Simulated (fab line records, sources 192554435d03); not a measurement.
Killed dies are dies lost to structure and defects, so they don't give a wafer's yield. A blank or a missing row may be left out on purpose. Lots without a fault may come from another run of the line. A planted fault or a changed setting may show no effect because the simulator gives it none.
One fault seen from 3 desks | flow n5_finfet | each desk has only its own numbers; what lay behind them comes last

THE TOOL OWNER'S DESK: krf_scanner-02
The tool's own readings at N5_BEOL_M14_EXPOSE_25 (exposes mask M14, target cd 280 nm): means of the sampled wafers that have a number, for each lot that ran on this tool. A lot is out of limits, marked OUT, if its mean lies more than 4 standard deviations from the usual mean; the brackets give that distance.
Columns: A = exposure_dose_mJ_cm2 at N5_BEOL_M14_EXPOSE_25, usual 26.57; B = stage_vel_mm_s at N5_BEOL_M14_EXPOSE_25, usual 500.00 mm/s
lot  | first seen here | A               | B
L391 | day 12 01:05    | 26.60           | 500.17
L396 | day 13 01:23    | 26.62           | 500.17
L406 | day 15 12:25    | 26.63           | 499.63
L407 | day 15 15:42    | 27.63 (+32) OUT | 499.91
L405 | day 15 15:44    | 27.64 (+32) OUT | 500.06
This desk's finding: out of limits on L405, L407; first on L407, day 15 15:42 (exposure_dose_mJ_cm2 at N5_BEOL_M14_EXPOSE_25). In limits: L391, L396, L406.

THE DEFECT DESK
What the inspections along the route counted, lot by lot: means of the sampled wafers that have a number. A lot is out of limits, marked OUT, if its mean lies more than 4 standard deviations from the usual mean; the brackets give that distance.
Columns: A = raw_defect_count at N5_BEOL_M14_INSPECT_12, usual 2.0
lot  | first seen here | A
L390 | day 11 10:38    | 1.0
L389 | day 11 14:05    | 3.0
L392 | day 11 19:37    | 1.7
L391 | day 12 00:19    | 2.0
L396 | day 13 00:38    | 1.5
L397 | day 13 13:41    | 2.0
L399 | day 14 06:04    | 0.5
L400 | day 14 07:20    | 1.0
L406 | day 15 11:23    | 1.5
L407 | day 15 14:14    | 1.7
L405 | day 15 14:53    | 1.7
L408 | day 16 11:43    | 1.0
L410 | day 17 03:04    | 2.5
This desk's finding: nothing out of limits on any of the 13 lots.

THE METROLOGY DESK
What the gauges read, lot by lot, whatever tool the lot ran on: means of the sampled wafers that have a number. A lot is out of limits, marked OUT, if its mean lies more than 4 standard deviations from the usual mean; the brackets give that distance.
Columns: A = cd_nm at N5_BEOL_M14_CD_MEAS_28, usual 284.5 nm
lot  | first seen here | A
L390 | day 11 11:34    | 286.0
L389 | day 11 14:53    | 284.6
L392 | day 11 20:25    | 285.4
L391 | day 12 01:15    | 284.2
L396 | day 13 01:34    | 284.4
L397 | day 13 14:36    | 285.5
L399 | day 14 06:52    | 283.8
L400 | day 14 08:19    | 281.8
L406 | day 15 12:34    | 282.6
L407 | day 15 15:52    | 289.5
L405 | day 15 15:54    | 291.9
L408 | day 16 12:39    | 288.3
L410 | day 17 04:02    | 286.5
This desk's finding: nothing out of limits on any of the 13 lots.

PUT TOGETHER
The tool owner's desk could have raised an alarm at day 15 15:42, on L405, L407.
The defect desk saw nothing out of limits.
The metrology desk saw nothing out of limits.
The defect desk has L405, L407 on record, within its limits.
The metrology desk has L405, L407 on record, within its limits.
Of the lots named, all ran N5_BEOL_M14_EXPOSE_25 on krf_scanner-02.

WHAT THE SIMULATOR HAD PUT IN
Process parameter drift: krf_scanner-02, from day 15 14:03 on, at N5_BEOL_M14_EXPOSE_25. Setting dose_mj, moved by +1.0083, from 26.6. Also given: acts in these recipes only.
Lots struck among those shown: L405, L407.
Hours from the fault's start to each desk's first reading out of limits: the tool owner's desk, 2.
